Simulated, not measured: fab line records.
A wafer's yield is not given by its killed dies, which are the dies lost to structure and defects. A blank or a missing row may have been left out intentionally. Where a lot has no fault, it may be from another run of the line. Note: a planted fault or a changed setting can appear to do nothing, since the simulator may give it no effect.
Split-lot experiment / flow n5-finfet / 7 lots, 21 wafers read, on a route of 1938 steps

ABOUT THE SPLIT
At N5_BEOL_M13_TRENCH_ETCH_34 (etches SiOC in C4F8/O2/Ar, target depth 413.47 nm, time 162.6 s), the setting time-s was moved away from the recipe's 162.6 s on 5 of the 21 wafers read, by -17.1% to +5.7%. For the rest of the wafers, this setting stayed at what the recipe calls for.

FROM THE SPLIT TO THE READING: what the file shows between them, 10 steps
- N5_BEOL_M13_STRIP_70: strips in C4F8/O2/Ar
- N5_BEOL_M13_OCD_MEAS_35
- N5_BEOL_M13_STRIP_37: strips in N2/H2
- N5_BEOL_M13_ETCH_38: etches SiCN in CF4/N2, target depth 67.5 nm, time 71.9 s
- N5_BEOL_M13_ECD_47: material Cu, target thk 936 nm
- N5_BEOL_M13_ANNEAL_48: time 90 s
- N5_BEOL_M13_CMP_49: polishes, stops on SiOC, t overpolish 17.1 s, target thk 420 nm
- N5_BEOL_M13_THK_MEAS_50: measures by xrf
- N5_BEOL_M13_PRE_CLEAN_52: time 15 s
- N5_BEOL_M13_DEP_53: deposits SiCN from 3MS/NH3, target thk 50 nm, time 17.8 s

THE READING
M13_RS, in ohm/sq, at N5_BEOL_M13_RS_MEAS_54 (measures by four-point-probe). Typical for fault-free wafers on this fab line: 0.0450 ohm/sq, with standard deviation 0.0007 ohm/sq.

wafer=L075.1; tool, chamber at the split=rie-diel-01, 3; time-s as run, s=162.6; against the recipe=recipe; M13_RS, ohm/sq=0.0444; against lot-mates on the recipe=-
wafer=L075.3; tool, chamber at the split=rie-diel-01, 0; time-s as run, s=162.6; against the recipe=recipe; M13_RS, ohm/sq=0.0449; against lot-mates on the recipe=-
wafer=L075.4; tool, chamber at the split=rie-diel-01, 1; time-s as run, s=162.6; against the recipe=recipe; M13_RS, ohm/sq=0.0441; against lot-mates on the recipe=-
wafer=L083.1; tool, chamber at the split=rie-diel-03, 2; time-s as run, s=162.6; against the recipe=recipe; M13_RS, ohm/sq=0.0454; against lot-mates on the recipe=-
wafer=L083.3; tool, chamber at the split=rie-diel-03, 3; time-s as run, s=162.6; against the recipe=recipe; M13_RS, ohm/sq=0.0444; against lot-mates on the recipe=-
wafer=L083.4; tool, chamber at the split=rie-diel-03, 0; time-s as run, s=162.6; against the recipe=recipe; M13_RS, ohm/sq=0.0450; against lot-mates on the recipe=-
wafer=L085.1; tool, chamber at the split=rie-diel-01, 2; time-s as run, s=134.8; against the recipe=-17.1%; M13_RS, ohm/sq=0.0545; against lot-mates on the recipe=+0.0094
wafer=L085.3; tool, chamber at the split=rie-diel-01, 1; time-s as run, s=134.8; against the recipe=-17.1%; M13_RS, ohm/sq=0.0544; against lot-mates on the recipe=+0.0093
wafer=L085.4; tool, chamber at the split=rie-diel-01, 0; time-s as run, s=162.6; against the recipe=recipe; M13_RS, ohm/sq=0.0451; against lot-mates on the recipe=-
wafer=L088.1; tool, chamber at the split=rie-diel-01, 0; time-s as run, s=162.6; against the recipe=recipe; M13_RS, ohm/sq=0.0460; against lot-mates on the recipe=-
wafer=L088.3; tool, chamber at the split=rie-diel-01, 1; time-s as run, s=162.6; against the recipe=recipe; M13_RS, ohm/sq=0.0451; against lot-mates on the recipe=-
wafer=L088.6; tool, chamber at the split=rie-diel-01, 2; time-s as run, s=162.6; against the recipe=recipe; M13_RS, ohm/sq=0.0454; against lot-mates on the recipe=-
wafer=L091.1; tool, chamber at the split=rie-diel-01, 2; time-s as run, s=162.6; against the recipe=recipe; M13_RS, ohm/sq=0.0454; against lot-mates on the recipe=-
wafer=L091.4; tool, chamber at the split=rie-diel-01, 0; time-s as run, s=162.6; against the recipe=recipe; M13_RS, ohm/sq=0.0457; against lot-mates on the recipe=-
wafer=L091.5; tool, chamber at the split=rie-diel-01, 0; time-s as run, s=171.9; against the recipe=+5.7%; M13_RS, ohm/sq=0.0430; against lot-mates on the recipe=-0.0026
wafer=L095.3; tool, chamber at the split=rie-diel-01, 2; time-s as run, s=162.6; against the recipe=recipe; M13_RS, ohm/sq=0.0443; against lot-mates on the recipe=-
wafer=L095.4; tool, chamber at the split=rie-diel-01, 3; time-s as run, s=148.7; against the recipe=-8.5%; M13_RS, ohm/sq=0.0490; against lot-mates on the recipe=+0.0047
wafer=L095.6; tool, chamber at the split=rie-diel-01, 2; time-s as run, s=148.7; against the recipe=-8.5%; M13_RS, ohm/sq=0.0489; against lot-mates on the recipe=+0.0046
wafer=L096.1; tool, chamber at the split=rie-diel-02, 3; time-s as run, s=162.6; against the recipe=recipe; M13_RS, ohm/sq=0.0448; against lot-mates on the recipe=-
wafer=L096.5; tool, chamber at the split=rie-diel-02, 0; time-s as run, s=162.6; against the recipe=recipe; M13_RS, ohm/sq=0.0434; against lot-mates on the recipe=-
wafer=L096.6; tool, chamber at the split=rie-diel-02, 3; time-s as run, s=162.6; against the recipe=recipe; M13_RS, ohm/sq=0.0443; against lot-mates on the recipe=-

THE FIT
A straight line over all 21 wafers: M13_RS changes by -0.000532 ohm/sq for each +1% of time-s; r = -0.98; the points scatter about the line by 0.00069 ohm/sq.
The same after taking each lot's own level away (the mean of its wafers on the recipe; 21 wafers): -0.00054 ohm/sq for each +1%; r = -0.99; scatter 0.00037 ohm/sq.
According to that fit, moving time-s by its largest amount changes the reading by 0.0092 ohm/sq.
The span of the lots' own levels, 0.04417 to 0.04555 ohm/sq, comes to 2.0 times the standard deviation stated above.
The two slopes are in agreement: the lot-to-lot level therefore moves the slope only a little.
Check: +0.00918 ohm/sq against its lot-mates is what the line predicts for one of the wafers moved furthest among these (-17.1%) when that wafer is left out of the fit. Against them it came out at +0.0094 ohm/sq.

ADDITIONAL SPLITS CARRIED BY THESE WAFERS
Other splits were also applied to these wafers ahead of the reading. Each is held against what the fit with the lots' levels taken away leaves over:
other split on the same wafers=N5_BEOL_M11_CURE_72 time-s; wafers away from the commonest value=7; r with M13_RS (lot level and that fit taken away)=+0.00
other split on the same wafers=N5_BEOL_M12_CMP_49 down-force-psi; wafers away from the commonest value=4; r with M13_RS (lot level and that fit taken away)=-0.07
other split on the same wafers=N5_BEOL_M13_ETCH_68 time-s; wafers away from the commonest value=8; r with M13_RS (lot level and that fit taken away)=-0.25

THE WHOLE CHAIN: every reading that the file lists as answering this split, in the file's order
step=N5_BEOL_M13_TRENCH_ETCH_34; what it does=etches SiOC in C4F8/O2/Ar, target depth 413.47 nm, time 162.6 s; reading=etch.depth-nm (the simulator's own value, which no gauge read); change (the file's fit)=+4.12 nm for each +1% of the setting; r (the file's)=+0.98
step=N5_BEOL_M13_OCD_MEAS_35; what it does=; reading=trench-depth-nm; change (the file's fit)=+4.16 nm for each +1% of the setting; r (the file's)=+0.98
step=N5_BEOL_M13_CMP_49; what it does=polishes, stops on SiOC, t overpolish 17.1 s, target thk 420 nm; reading=Cu_of_BEOL_M13_ECD_47.thk-nm (the simulator's own value, which no gauge read); change (the file's fit)=+4.13 nm for each +1% of the setting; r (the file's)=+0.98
step=N5_BEOL_M13_THK_MEAS_50; what it does=measures by xrf; reading=M13_THK; change (the file's fit)=+4.18 for each +1% of the setting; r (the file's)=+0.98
step=N5_BEOL_M13_RS_MEAS_54; what it does=measures by four-point-probe; reading=M13_RS; change (the file's fit)=-0.000535 for each +1% of the setting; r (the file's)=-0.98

THE FILE'S OWN FIT
M13_RS changes by -0.000535 ohm/sq for each +1% of time-s, r = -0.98.
